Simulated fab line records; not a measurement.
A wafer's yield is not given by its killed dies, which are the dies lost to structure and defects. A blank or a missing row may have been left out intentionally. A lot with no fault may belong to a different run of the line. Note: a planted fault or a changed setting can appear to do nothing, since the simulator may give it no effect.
fab line records	flow nand-harc	part 1 of 2: steps 1 to 24 of 33
record lots=5	wafers=15	last-day=32
route steps=1302 shown A_SGD_CUT@894 A_SLIT@922
lots that met no fault: from a run of the same line without faults
start-h: hours from the record's opening day to when the first of the lot's shown wafers began	wait-h: how many hours have passed since the lot's step before this one	" identical to the entry in the row above	L1.1+2: one row covering several wafers at once	- no value, or no start was given	* or withheld: withheld	< > ~ a bound
route shown NAME@n: a module of which the file shows steps, and the number in the route of the first	usual: mean/standard deviation of fault-free wafers	same: alike in all rows	chamber/n: place in a boat	sites: the reading at each site	_std_site: standard deviation of those values	_edge_site: mean of outer sites minus mean of inner sites	radius-mm: how far each site lies from the wafer's centre	mask NAME#n: copy n	behind: the last tool/chamber to shape the wafer	hold: why the lot went on hold/how many hours it stayed there/how the hold came to an end	device: which transistor (n, p or np) failed to switch	end of line: at the end of the route, the tests of the same wafers	step lacking rows: just its recipe	killed: not the wafer's yield, but the dies lost to structure and defects at the first sort	map: per-die view of a wafer (x killed, . not killed, _ where there is no die)
set.NAME: setting as actually run; set.NAME@STEP: the setting as run at that earlier step	model.NAME: the simulator's own value behind a step, which no gauge read
lots at selected steps of the route; one table per step, one row per wafer
services: a tool's chamber out of use, with start hour (start-h, from the record's first day; less than 0 if before it), hours out, and reason
## steps
# step NHARC_A_SGD_CUT_COAT_57
# recipe temp-c=225	time-s=65
# usual plate-temp-C=224.97/0.16
# same time-s=65
lot.wafer	tool	chamber	start-h	wait-h	plate-temp-C
L075.1	litho-track-06	0	-	-	225.01
L075.3	"	0	"	"	224.87
L075.4	"	0	"	"	225.09
L079.2	litho-track-01	0	-	-	224.92
L079.4	"	0	"	"	225.19
L079.5	"	0	"	"	225.14
L083.2	litho-track-01	0	-	-	225.16
L083.5	"	0	"	"	224.81
L083.6	"	0	"	"	224.85
L084.2	litho-track-04	0	-	-	224.99
L084.5	"	0	"	"	224.89
L084.6	"	0	"	"	224.84
L096.1	litho-track-06	0	-	-	225.09
L096.2	"	0	"	"	224.64
L096.4	"	0	"	"	224.96
# step NHARC_A_SGD_CUT_COAT_03
# recipe spin-rpm=1500	resist-thk-nm=90
lot.wafer	tool	chamber	start-h	wait-h
L075.1+3+4	litho-track-06	0	-	-
L079.2+4+5	litho-track-01	0	-	-
L083.2+5+6	litho-track-01	0	-	-
L084.2+5+6	litho-track-04	0	-	-
L096.1+2+4	litho-track-06	0	-	-
# step NHARC_A_SGD_CUT_SOFTBAKE_04
# recipe temp-c=105	time-s=55
# usual plate-temp-C=105.01/0.12
# same time-s=55
lot.wafer	tool	chamber	start-h	wait-h	plate-temp-C
L075.1	litho-track-06	0	-	-	105.05
L075.3	"	0	"	"	105.05
L075.4	"	0	"	"	104.94
L079.2	litho-track-01	0	-	-	104.88
L079.4	"	0	"	"	105.06
L079.5	"	0	"	"	104.99
L083.2	litho-track-01	0	-	-	105.03
L083.5	"	0	"	"	104.89
L083.6	"	0	"	"	105.15
L084.2	litho-track-04	0	-	-	105.05
L084.5	"	0	"	"	105.01
L084.6	"	0	"	"	104.92
L096.1	litho-track-06	0	-	-	104.93
L096.2	"	0	"	"	104.83
L096.4	"	0	"	"	105.16
# step NHARC_A_SGD_CUT_EBR_05
lot.wafer	tool	chamber	start-h	wait-h
L075.1+3+4	litho-track-06	0	-	-
L079.2+4+5	litho-track-01	0	-	-
L083.2+5+6	litho-track-01	0	-	-
L084.2+5+6	litho-track-04	0	-	-
L096.1+2+4	litho-track-06	0	-	-
# step NHARC_A_SGD_CUT_EXPOSE_06
# recipe na=1.35	dose-mj=85.59	mask-id=SGD
lot.wafer	tool	chamber	start-h	wait-h	mask
L075.1+3+4	arfi-scanner-01	0	448.03	-	SGD#0
L079.2+4+5	arfi-scanner-03	0	467.17	-	SGD#0
L083.2+5+6	arfi-scanner-03	0	534.14	-	SGD#0
L084.2+5+6	arfi-scanner-01	0	534.30	-	SGD#0
L096.1+2+4	arfi-scanner-02	0	636.19	-	SGD#0
# step NHARC_A_SGD_CUT_PEB_07
# recipe peb-temp-c=100	peb-time-s=65
# usual plate-temp-C=100.01/0.15
lot.wafer	tool	chamber	start-h	wait-h	plate-temp-C
L075.1	litho-track-04	0	448.09	0.1	99.95
L075.3	"	0	"	"	99.83
L075.4	"	0	"	"	100.09
L079.2	litho-track-01	0	467.22	0.1	99.93
L079.4	"	0	"	"	99.88
L079.5	"	0	"	"	99.92
L083.2	litho-track-01	0	534.20	0.1	100.03
L083.5	"	0	"	"	100.07
L083.6	"	0	"	"	99.87
L084.2	litho-track-04	0	534.35	0.1	99.97
L084.5	"	0	"	"	100.11
L084.6	"	0	"	"	100.18
L096.1	litho-track-04	0	636.26	0.1	100.10
L096.2	"	0	"	"	100.21
L096.4	"	0	"	"	100.15
# step NHARC_A_SGD_CUT_DEVELOP_08
# recipe develop-time-s=35	dev-temp-c=23
# usual developer-temp-C=23.02/0.11
lot.wafer	tool	chamber	start-h	wait-h	developer-temp-C
L075.1	litho-track-04	0	-	-	23.14
L075.3	"	0	"	"	23.15
L075.4	"	0	"	"	23.10
L079.2	litho-track-01	0	-	-	22.88
L079.4	"	0	"	"	23.04
L079.5	"	0	"	"	23.02
L083.2	litho-track-01	0	-	-	22.92
L083.5	"	0	"	"	22.79
L083.6	"	0	"	"	22.82
L084.2	litho-track-04	0	-	-	23.17
L084.5	"	0	"	"	23.14
L084.6	"	0	"	"	23.22
L096.1	litho-track-04	0	-	-	22.93
L096.2	"	0	"	"	22.98
L096.4	"	0	"	"	22.98
# step NHARC_A_SGD_CUT_CD_MEAS_09
# recipe target-cd-nm=100	landing-energy-ev=500
# usual cd-nm=100.0/0.77
lot.wafer	tool	chamber	start-h	wait-h	cd-nm
L075.1	cd-sem-02	0	448.17	-	101.6
L075.3	"	0	"	"	100.5
L075.4	"	0	"	"	100.2
L079.2	cd-sem-02	0	467.30	-	100.9
L079.4	"	0	"	"	100.9
L079.5	"	0	"	"	100.3
L083.2	cd-sem-02	0	534.28	-	100.4
L083.5	"	0	"	"	101.3
L083.6	"	0	"	"	100.4
L084.2	cd-sem-01	0	534.44	-	100.6
L084.5	"	0	"	"	99.3
L084.6	"	0	"	"	99.4
L096.1	cd-sem-03	0	636.33	-	100.6
L096.2	"	0	"	"	100.9
L096.4	"	0	"	"	99.5
# step NHARC_A_SGD_CUT_OVL_MEAS_10
# usual overlay-x-nm=-0.1/0.63	overlay-y-nm=-0.3/0.86
lot.wafer	tool	chamber	start-h	wait-h	overlay-x-nm	overlay-y-nm
L075.1	overlay-01	-	448.26	-	0.4	1.3
L075.3	"	-	"	"	-0.2	0.9
L075.4	"	-	"	"	-0.4	0.8
L079.2	overlay-02	-	467.39	-	0.3	-2.0
L079.4	"	-	"	"	0.2	-2.3
L079.5	"	-	"	"	-0.1	-2.3
L083.2	overlay-01	-	534.37	-	-0.6	1.0
L083.5	"	-	"	"	-0.4	1.0
L083.6	"	-	"	"	-0.2	1.0
L084.2	overlay-02	-	534.52	-	-0.2	0.5
L084.5	"	-	"	"	-0.6	0.2
L084.6	"	-	"	"	0.0	1.1
L096.1	overlay-01	-	636.42	-	-0.5	-0.2
L096.2	"	-	"	"	-0.5	0.2
L096.4	"	-	"	"	-0.4	0.0
# step NHARC_A_SGD_CUT_INSPECT_11
# usual raw-defect-count=58/32
lot.wafer	tool	chamber	start-h	wait-h	raw-defect-count
L075.1	defect-inspect-01	-	448.30	0.0	120
L075.3	"	-	"	"	99
L075.4	"	-	"	"	118
L079.2	defect-inspect-01	-	467.43	0.0	68
L079.4	"	-	"	"	61
L079.5	"	-	"	"	68
L083.2	defect-inspect-01	-	534.40	0.0	33
L083.5	"	-	"	"	26
L083.6	"	-	"	"	30
L084.2	defect-inspect-02	-	534.56	0.0	89
L084.5	"	-	"	"	86
L084.6	"	-	"	"	80
L096.1	defect-inspect-02	-	636.46	0.0	43
L096.2	"	-	"	"	55
L096.4	"	-	"	"	45
# step NHARC_A_SGD_CUT_DESCUM_14
# recipe time-s=3	o2-flow-sccm=200	ar-flow-sccm=0	bias-power-w=0	chemistry=O2
# usual drypump-motor-current-A=5.8/0.36	oes-product-au=1.001/0.013	rf-vpp-V=57.6/0.88	showerhead-plenum-p-Torr=1.88/0.089	throttle-valve-pct=11.311/0.0083
# same time-s=3
lot.wafer	tool	chamber	start-h	wait-h	drypump-motor-current-A	oes-product-au	rf-hours-counter-h	rf-vpp-V	showerhead-plenum-p-Torr	throttle-valve-pct
L075.3	rie-diel-13	3	448.36	0.1	5.7	1.012	4	58.0	1.88	11.317
L075.1	"	1	"	"	6.2	0.989	4	58.6	2.02	11.305
L075.4	"	2	"	"	5.4	0.983	4	58.9	2.06	11.302
L079.4	rie-diel-07	3	467.49	0.1	5.8	0.991	8	57.9	1.99	11.317
L079.2	"	0	"	"	5.4	0.978	9	58.9	1.91	11.306
L079.5	"	3	"	"	5.8	0.980	-	58.0	1.99	11.317
L083.2	rie-diel-10	2	534.48	0.1	5.9	1.002	10	56.9	1.81	11.308
L083.6	"	0	"	"	5.8	0.997	-	57.9	1.84	11.314
L083.5	"	1	"	"	6.4	0.992	-	57.3	1.85	11.298
L084.2	rie-diel-13	2	534.64	0.1	5.4	1.001	0	58.3	2.05	11.310
L084.5	"	3	"	"	5.7	1.010	-	58.0	1.88	11.301
L084.6	"	0	"	"	5.3	1.004	-	59.0	1.78	11.317
L096.1	rie-diel-13	1	636.52	0.1	6.2	0.979	5	57.9	2.01	11.315
L096.4	"	2	"	"	5.4	0.993	5	57.4	2.05	11.302
L096.2	"	3	"	"	5.7	1.010	5	57.8	1.87	11.305
# step NHARC_A_SGD_CUT_ETCH_58
# recipe target-depth-a=390	over-etch-frac=0.3	time-s=65	ion-energy-ev=80	cf4-flow-sccm=150	ar-flow-sccm=0	rf-w=300	bias-w=100	chemistry=CF4
# usual drypump-motor-current-A=5.8/0.36	oes-product-au=0.998/0.013	rf-vpp-V=150.8/1.2	showerhead-plenum-p-Torr=1.74/0.077	throttle-valve-pct=13.284/0.009
# same time-s=65
lot.wafer	tool	chamber	start-h	wait-h	drypump-motor-current-A	oes-product-au	rf-hours-counter-h	rf-vpp-V	showerhead-plenum-p-Torr	throttle-valve-pct
L075.3	rie-diel-13	3	448.44	0.1	5.7	1.010	4	150.7	1.74	13.280
L075.1	"	1	"	"	6.2	0.995	4	153.0	1.86	13.275
L075.4	"	2	"	"	5.4	0.994	4	152.5	1.89	13.293
L079.2	rie-diel-07	2	467.57	0.1	6.2	0.990	8	149.2	1.69	13.291
L079.4	"	0	"	"	5.4	0.993	9	151.6	1.76	13.282
L079.5	"	3	"	"	5.8	0.984	-	153.2	1.83	13.263
L083.2	rie-diel-10	2	534.57	0.1	5.9	1.014	10	149.2	1.68	13.272
L083.6	"	3	"	"	5.4	1.010	-	149.2	1.66	13.276
L083.5	"	0	"	"	5.8	0.983	-	150.7	1.70	13.279
L084.2	rie-diel-13	3	534.71	0.1	5.7	1.008	0	150.7	1.74	13.301
L084.5	"	2	"	"	5.4	0.993	-	151.9	1.89	13.288
L084.6	"	3	"	"	5.7	1.004	-	150.5	1.74	13.289
L096.1	rie-diel-13	0	636.61	0.1	5.3	0.991	6	148.8	1.65	13.301
L096.2	"	1	"	"	6.2	0.976	5	152.7	1.85	13.274
L096.4	"	2	"	"	5.4	0.997	5	152.6	1.89	13.284
# step NHARC_A_SGD_CUT_ETCH_59
# recipe target-depth-a=2600	over-etch-frac=0.25	time-s=406.25	ion-energy-ev=200	n2-flow-sccm=150	h2-flow-sccm=150	ar-flow-sccm=0	rf-w=400	bias-w=150	chemistry=N2/H2
# usual drypump-motor-current-A=5.8/0.35	oes-product-au=0.999/0.014	rf-vpp-V=429.8/3	showerhead-plenum-p-Torr=2.01/0.1	throttle-valve-pct=14.171/0.0096
# same time-s=406.25
lot.wafer	tool	chamber	start-h	wait-h	drypump-motor-current-A	oes-product-au	rf-hours-counter-h	rf-vpp-V	showerhead-plenum-p-Torr	throttle-valve-pct
L075.3	rie-diel-13	2	-	-	5.4	1.000	4	435.4	2.20	14.181
L075.1	"	3	"	"	5.6	1.031	4	431.0	2.00	14.173
L075.4	"	1	"	"	6.2	0.990	4	433.3	2.15	14.174
L079.2	rie-diel-07	0	-	-	5.4	0.982	9	432.2	2.03	14.165
L079.4	"	3	"	"	5.8	0.982	8	433.6	2.12	14.157
L079.5	"	0	"	"	5.4	0.989	-	430.5	2.03	14.169
L083.2	rie-diel-10	1	-	-	6.4	0.996	10	428.9	1.97	14.163
L083.6	"	2	"	"	5.9	1.005	-	427.3	1.93	14.162
L083.5	"	3	"	"	5.4	1.010	-	426.3	1.91	14.172
L084.2	rie-diel-13	2	-	-	5.4	0.987	0	435.1	2.19	14.177
L084.6	"	0	"	"	5.3	0.986	-	427.1	1.89	14.188
L084.5	"	1	"	"	6.2	0.997	-	434.2	2.15	14.189
L096.1	rie-diel-13	1	-	-	6.2	0.992	5	433.2	2.15	14.166
L096.2	"	2	"	"	5.4	0.984	5	433.8	2.19	14.177
L096.4	"	3	"	"	5.7	1.016	5	431.0	2.00	14.172
# step NHARC_A_SGD_CUT_ETCH_15
# recipe target-depth-a=750	time-s=64.3	ch3f-flow-sccm=50	o2-flow-sccm=30	ar-flow-sccm=200	rf-w=500	bias-w=100	chemistry=CH3F/O2
# usual drypump-motor-current-A=5.8/0.35	oes-product-au=0.963/0.019	rf-vpp-V=263.2/1.8	showerhead-plenum-p-Torr=2.42/0.11	throttle-valve-pct=20.665/0.009
# same time-s=64.3
lot.wafer	tool	chamber	start-h	wait-h	drypump-motor-current-A	oes-product-au	rf-hours-counter-h	rf-vpp-V	showerhead-plenum-p-Torr	throttle-valve-pct
L075.4	rie-diel-13	2	-	-	5.4	0.920	4	266.6	2.64	20.682
L075.3	"	0	"	"	5.2	0.934	4	262.1	2.30	20.665
L075.1	"	1	"	"	6.2	0.913	4	266.0	2.59	20.663
L079.4	rie-diel-07	0	-	-	5.4	0.942	9	263.9	2.45	20.651
L079.2	"	1	"	"	6.0	0.969	8	264.6	2.51	20.677
L079.5	"	3	"	"	5.8	0.954	-	266.3	2.55	20.668
L083.2	rie-diel-10	3	-	-	5.4	0.999	11	261.1	2.31	20.655
L083.5	"	0	"	"	5.8	0.953	-	261.8	2.36	20.662
L083.6	"	1	"	"	6.4	0.964	-	262.6	2.38	20.672
L084.2	rie-diel-13	0	-	-	5.3	0.971	0	261.6	2.29	20.672
L084.5	"	3	"	"	5.7	0.974	-	263.4	2.41	20.675
L084.6	"	0	"	"	5.2	0.974	-	261.5	2.29	20.657
L096.2	rie-diel-13	2	-	-	5.4	0.957	5	266.2	2.63	20.662
L096.1	"	0	"	"	5.3	0.978	6	261.4	2.29	20.661
L096.4	"	1	"	"	6.2	0.944	5	265.6	2.58	20.665
# step NHARC_A_SGD_CUT_ETCH_16
# recipe target-depth-a=3105	time-s=155.2	c4f8-flow-sccm=withheld	o2-flow-sccm=8	ar-flow-sccm=withheld	rf-w=600	bias-w=800	chemistry=C4F8/O2/Ar
# usual oes-product-au=0.973/0.017	rf-vpp-V=722/4.7
# same time-s=155.2
lot.wafer	tool	chamber	start-h	wait-h	oes-product-au	rf-hours-counter-h	rf-vpp-V
L075.4	rie-diel-13	0	-	-	0.948	4	717
L075.1	"	1	"	"	0.925	4	729
L075.3	"	2	"	"	0.941	4	730
L079.2	rie-diel-07	3	-	-	0.963	8	728
L079.4	"	2	"	"	0.972	9	718
L079.5	"	3	"	"	0.967	-	727
L083.2	rie-diel-10	2	-	-	0.984	10	718
L083.6	"	0	"	"	0.967	-	719
L083.5	"	1	"	"	0.971	-	721
L084.2	rie-diel-13	2	-	-	0.973	1	731
L084.6	"	2	"	"	0.968	-	730
L084.5	"	3	"	"	0.982	-	720
L096.4	rie-diel-13	2	-	-	0.962	5	730
L096.2	"	3	"	"	0.986	6	720
L096.1	"	0	"	"	0.983	6	716
# step NHARC_A_SGD_CUT_STRIP_60
# recipe c4f8-flow-sccm=withheld	o2-flow-sccm=8	ar-flow-sccm=withheld	bias-w=0	chemistry=C4F8/O2/Ar
lot.wafer	tool	chamber	start-h	wait-h
L075.1+4+3	rie-diel-13	0,1,3	-	-
L079.2+4+5	rie-diel-07	0,2,0	-	-
L083.2+6+5	rie-diel-10	1,1,2	-	-
L084.2+5+6	rie-diel-13	1,2,3	-	-
L096.2+4+1	rie-diel-13	2,3,1	-	-
# step NHARC_A_SGD_CUT_STRIP_17
# recipe o2-flow-sccm=500	ar-flow-sccm=0	bias-w=0	chemistry=O2
# usual drypump-motor-current-A=5.8/0.35	oes-product-au=1.001/0.014	rf-vpp-V=57.7/0.91	showerhead-plenum-p-Torr=3.48/0.16	throttle-valve-pct=17.037/0.0094
lot.wafer	tool	chamber	start-h	wait-h	drypump-motor-current-A	oes-product-au	rf-hours-counter-h	rf-vpp-V	showerhead-plenum-p-Torr	throttle-valve-pct
L075.1	rie-diel-13	3	-	-	5.7	1.023	4	58.7	3.47	17.041
L075.3	"	0	"	"	5.3	0.998	4	56.3	3.30	17.035
L075.4	"	1	"	"	6.2	0.995	4	59.7	3.71	17.041
L079.4	rie-diel-07	1	-	-	6.0	0.997	8	58.4	3.60	17.023
L079.2	"	3	"	"	5.8	0.994	8	57.4	3.65	17.026
L079.5	"	1	"	"	6.0	1.001	-	58.2	3.60	17.052
L083.2	rie-diel-10	2	-	-	5.9	1.015	10	57.0	3.35	17.031
L083.5	"	1	"	"	6.4	0.996	-	56.0	3.42	17.020
L083.6	"	2	"	"	5.9	1.009	-	58.9	3.35	17.027
L084.2	rie-diel-13	0	-	-	5.2	1.002	1	58.2	3.30	17.054
L084.5	"	2	"	"	5.4	1.004	-	57.8	3.77	17.036
L084.6	"	3	"	"	5.7	1.005	-	58.1	3.46	17.035
L096.4	rie-diel-13	3	-	-	5.7	1.007	6	57.5	3.46	17.037
L096.2	"	0	"	"	5.3	0.999	6	57.3	3.30	17.030
L096.1	"	1	"	"	6.2	0.975	6	58.7	3.70	17.030
# step NHARC_A_SGD_CUT_PRECLEAN_18
# recipe time-s=*	temp-c=50	bath-age-min=0	chemistry=SC1
# usual sc1-h2o2-end-mol-l=0.3698/0.00066
# same time-s=*
lot.wafer	tool	chamber	start-h	wait-h	sc1-h2o2-end-mol-l
L075.4	wet-bench-06	2	449.81	-	0.3693
L075.1	"	4	"	"	0.3702
L075.3	"	7	"	"	0.3685
L079.5	wet-bench-01	6	468.46	-	0.3710
L079.4	"	7	"	"	0.3698
L079.2	"	2	"	"	0.3696
L083.5	wet-bench-06	5	535.44	-	0.3690
L083.2	"	6	"	"	0.3695
L083.6	"	0	"	"	0.3700
L084.5	wet-bench-07	6	535.59	-	0.3692
L084.2	"	7	"	"	0.3703
L084.6	"	1	"	"	0.3694
L096.4	wet-bench-06	5	637.50	-	0.3694
L096.1	"	7	"	"	0.3688
L096.2	"	0	"	"	0.3708
# step NHARC_A_SGD_CUT_SRD_19
lot.wafer	tool	chamber	start-h	wait-h
L075.4+1+3	wet-bench-06	2,4,7	-	-
L079.5+4+2	wet-bench-01	6,7,2	-	-
L083.5+2+6	wet-bench-06	5,6,0	-	-
L084.5+2+6	wet-bench-07	6,7,1	-	-
L096.4+1+2	wet-bench-06	5,7,0	-	-
# step NHARC_A_SGD_CUT_DEP_20
# recipe target-thk-a=1500	temp-c=65	material=SiO2
lot.wafer	tool	chamber	start-h	wait-h
L075.1+4+3	fcvd-01	0,1,0	449.98	-
L079.2+4+5	fcvd-02	0,1,0	468.60	-
L083.2+5+6	fcvd-02	1,0,1	535.61	-
L084.2+5+6	fcvd-01	0	535.79	-
L096.1+2+4	fcvd-01	0,1,0	637.64	-
# step NHARC_A_SGD_CUT_ANNEAL_27
# recipe temp-c=450	time-s=1800
# usual spike-tc-lower-C=449.2/1.6	spike-tc-upper-C=449.2/1.1	zone-power-upper-pct=5.0/0.56
# same time-s=1800
lot.wafer	tool	chamber	start-h	wait-h	spike-tc-lower-C	spike-tc-upper-C	zone-power-upper-pct
L075.1	furnace-02	0	453.10	3.1	450.7	448.7	4.4
L075.3	"	0	"	"	450.9	447.0	4.4
L075.4	"	0	"	"	451.2	447.8	4.4
L079.2	furnace-07	0	471.79	3.2	448.5	449.4	5.5
L079.4	"	0	"	"	449.8	448.1	5.6
L079.5	"	0	"	"	448.8	450.8	5.5
L083.2	furnace-02	0	538.92	3.3	450.2	448.0	4.5
L083.5	"	0	"	"	450.1	450.5	4.5
L083.6	"	0	"	"	452.6	450.3	4.4
L084.2	furnace-02	0	538.92	3.1	450.3	448.5	4.4
L084.5	"	0	"	"	451.6	448.1	4.5
L084.6	"	0	"	"	451.9	449.1	4.4
L096.1	furnace-02	0	638.26	0.6	450.7	448.6	4.4
L096.2	"	0	"	"	450.9	449.3	4.4
L096.4	"	0	"	"	451.1	450.1	4.4
# step NHARC_A_SGD_CUT_CMP_21
# recipe target-thk-nm=148.19
# usual motor-current-A=12.3/1.1	time-to-endpoint-s=52/4.2
lot.wafer	tool	chamber	start-h	wait-h	motor-current-A	time-to-endpoint-s
L075.1	cmp-01	1	454.56	0.4	13.5	45
L075.3	"	2	"	"	11.4	52
L075.4	"	0	"	"	10.4	54
L079.4	cmp-04	3	473.26	0.4	11.0	54
L079.2	"	0	"	"	11.0	50
L079.5	"	3	"	"	11.2	57
L084.2	cmp-04	2	540.38	0.4	11.5	54
L084.6	"	2	"	"	11.4	49
L084.5	"	3	"	"	11.1	48
L083.2	cmp-03	2	540.43	0.4	13.7	57
L083.6	"	0	"	"	13.6	46
L083.5	"	1	"	"	12.9	54
L096.2	cmp-03	0	639.69	0.4	13.8	43
L096.1	"	1	"	"	12.9	47
L096.4	"	2	"	"	14.3	56
# step NHARC_A_SGD_CUT_THK_MEAS_22
# recipe thk-meas-gauge=ellipsometry
# usual thk-nm=148.6/1.7
lot.wafer	tool	chamber	start-h	wait-h	thk-nm
L075.1	film-metro-02	-	454.82	0.2	146.8
L075.3	"	-	"	"	145.2
L075.4	"	-	"	"	148.7
L079.2	film-metro-02	-	473.49	0.2	148.7
L079.4	"	-	"	"	149.1
L079.5	"	-	"	"	150.4
L083.2	film-metro-02	-	540.63	0.2	150.9
L083.5	"	-	"	"	148.1
L083.6	"	-	"	"	147.1
L084.2	film-metro-01	-	540.64	0.2	148.5
L084.5	"	-	"	"	147.4
L084.6	"	-	"	"	148.2
L096.1	film-metro-01	-	639.95	0.2	146.8
L096.2	"	-	"	"	145.7
L096.4	"	-	"	"	148.5
# step NHARC_A_SGD_CUT_SRD_23
lot.wafer	tool	chamber	start-h	wait-h
L075.1+3+4	wet-bench-07	3,4,6	454.86	0.0
L079.2+5+4	wet-bench-06	5,0,1	473.53	0.0
L083.6+5+2	wet-bench-07	0,1,4	540.68	0.0
L084.2+5+6	wet-bench-06	4,5,6	540.68	0.0
L096.4+1+2	wet-bench-07	7,0,1	639.99	0.0
